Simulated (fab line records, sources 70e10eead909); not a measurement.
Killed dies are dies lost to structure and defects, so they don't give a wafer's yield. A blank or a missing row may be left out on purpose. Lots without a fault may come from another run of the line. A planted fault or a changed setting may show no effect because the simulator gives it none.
Which tool did it? | flow nand_harc | 6 lots, 18 wafers sampled, at 5 steps of a route of 1302

WHAT THE GAUGES READ, wafer by wafer
NHARC_END_SORT_01.
lot  | measured     | on        | killed_at_array
L823 | day 25 15:17 | prober-02 | 56 67 65
L828 | day 26 09:28 | prober-01 | 102 79 82
L831 | day 27 08:33 | prober-01 | 82 76 84
L840 | day 30 23:25 | prober-01 | 81 99 99
L841 | day 31 15:04 | prober-02 | 72 70 57
L844 | day 33 00:31 | prober-01 | 64 52 48

WHICH TOOL RAN EACH LOT (tool, then ch and the chambers of the sampled wafers, then the start)
lot  | NHARC_A_STAIRCASE_ETCH_294                    | NHARC_A_STAIRCASE_ETCH_313         | NHARC_A_STAIRCASE_ETCH_315         | NHARC_A_STAIRCASE_ALD_415
L823 | rie_diel-07 ch 0,1,2, day 17 22:53 or earlier | rie_diel-06 ch 2,3, day 17 22:53   | rie_diel-06 ch 1,2,3, day 17 23:32 | ald_hk-04 ch 2,3, day 18 01:13
L828 | rie_diel-06 ch 1,2, day 19 01:12 or earlier   | rie_diel-07 ch 2,3, day 19 01:12   | rie_diel-07 ch 0,1, day 19 01:42   | ald_hk-03 ch 1,2,3, day 19 03:12
L831 | rie_diel-07 ch 0,1, day 20 03:11 or earlier   | rie_diel-07 ch 0,2,3, day 20 03:11 | rie_diel-07 ch 1,2, day 20 03:45   | ald_hk-03 ch 2,3, day 20 05:16
L840 | rie_diel-07 ch 0,2,3, day 23 20:14 or earlier | rie_diel-07 ch 0,1,3, day 23 20:14 | rie_diel-07 ch 0,1,3, day 23 20:49 | ald_hk-04 ch 0,1,2, day 23 22:16
L841 | rie_diel-06 ch 1,3, day 24 17:35 or earlier   | rie_diel-08 ch 1,2, day 24 17:35   | rie_diel-08 ch 1,2, day 24 18:11   | ald_hk-04 ch 1,2, day 24 19:29
L844 | rie_diel-08 ch 1,2,3, day 25 18:06 or earlier | rie_diel-07 ch 1,2,3, day 25 18:06 | rie_diel-07 ch 0,1,3, day 25 18:37 | ald_hk-04 ch 0,1,2, day 25 19:53
- NHARC_A_STAIRCASE_ETCH_294: etches the open film in C4F8/O2/Ar, target depth 4989 nm, time 1211.6 s.
- NHARC_A_STAIRCASE_ETCH_313: etches the open film in CF4/CHF3.
- NHARC_A_STAIRCASE_ETCH_315: etches the open film in C4F8/O2/Ar, target depth 2500 nm, time 607.1 s.
- NHARC_A_STAIRCASE_ALD_415: deposits SiO2, target thk 30 nm, pulse time 6 s, ald cycles 300.

THE ANSWER, worked out from the rows above alone
Rule: what is usual is taken from the lots themselves. Put in order of their means at a reading, lots are off if they are a third of the lots or fewer, leave a main group of 4 or more, and stand apart from it by a gap of 3 or more times the standard deviation of the main group's means; of several such gaps the widest counts. A main group whose means are all the same, to the digits that the tables above print for the reading, isn't used. A lot without any number at a reading at which 4 lots or more have one is off too. The other lots that the step has rows for count as sound.
No lot is off at any reading shown: from this, nothing can be told.

WHAT THE SIMULATOR HAD PUT IN
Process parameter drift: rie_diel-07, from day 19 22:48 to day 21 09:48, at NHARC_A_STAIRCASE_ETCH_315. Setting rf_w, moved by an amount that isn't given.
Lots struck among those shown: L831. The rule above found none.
